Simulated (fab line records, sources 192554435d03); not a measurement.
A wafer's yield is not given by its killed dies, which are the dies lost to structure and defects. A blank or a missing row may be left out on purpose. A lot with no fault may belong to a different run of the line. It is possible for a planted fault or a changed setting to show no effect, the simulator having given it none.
Chamber matching + flow n5 finfet + rie diel-06 running N5_BEOL_M3_STRIP_19: 4 sister chambers
The step strips in O2. 4 wafers are shown with their chamber, then 7 later ones without.

WAFERS PAIRED WITH THEIR CHAMBERS
| wafer  | chamber | showerhead plenum p Torr (Torr) |
|--------|---------|---------------------------------|
| L103.1 | 3       | 1.98                            |
| L103.4 | 1       | 2.06                            |
| L115.1 | 0       | 2.18                            |
| L115.4 | 2       | 2.10                            |

WAFERS MISSING THEIR CHAMBER
| wafer  | showerhead plenum p Torr (Torr) |
|--------|---------------------------------|
| L115.5 | 2.05                            |
| L118.3 | 2.05                            |
| L118.4 | 2.10                            |
| L118.6 | 2.24                            |
| L119.3 | 2.23                            |
| L119.4 | 2.18                            |
| L119.5 | 2.24                            |

WHICH CHAMBER EACH ONE RAN IN
| wafer  | from the rows above          | in truth                   |
|--------|------------------------------|----------------------------|
| L115.5 | can't be placed: 1 or 2 or 3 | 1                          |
| L118.3 | can't be placed: 1 or 2 or 3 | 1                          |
| L118.4 | can't be placed: 2 or 1      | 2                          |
| L118.6 | 0                            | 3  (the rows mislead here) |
| L119.3 | 0                            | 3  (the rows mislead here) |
| L119.4 | 0                            | 0                          |
| L119.5 | 0                            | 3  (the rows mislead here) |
1 of 7 placed correctly. Cannot be placed on the basis of these rows: 3; the candidates contain the true chamber in 3. 3 placed wrongly.
How it was worked out, from the rows above alone: a wafer's distance from a chamber is the root of the sum, over the readings, of the square of ((its reading less the chamber's mean) divided by the reading's scatter). The wafer belongs to the nearest chamber; if the next one is less than 2 further off, it can't be placed. For every chamber, the mean is computed from those of its wafers that are shown. The scatter: root of mean squared gap, hidden wafer to nearest shown wafer, with one shown wafer a chamber.
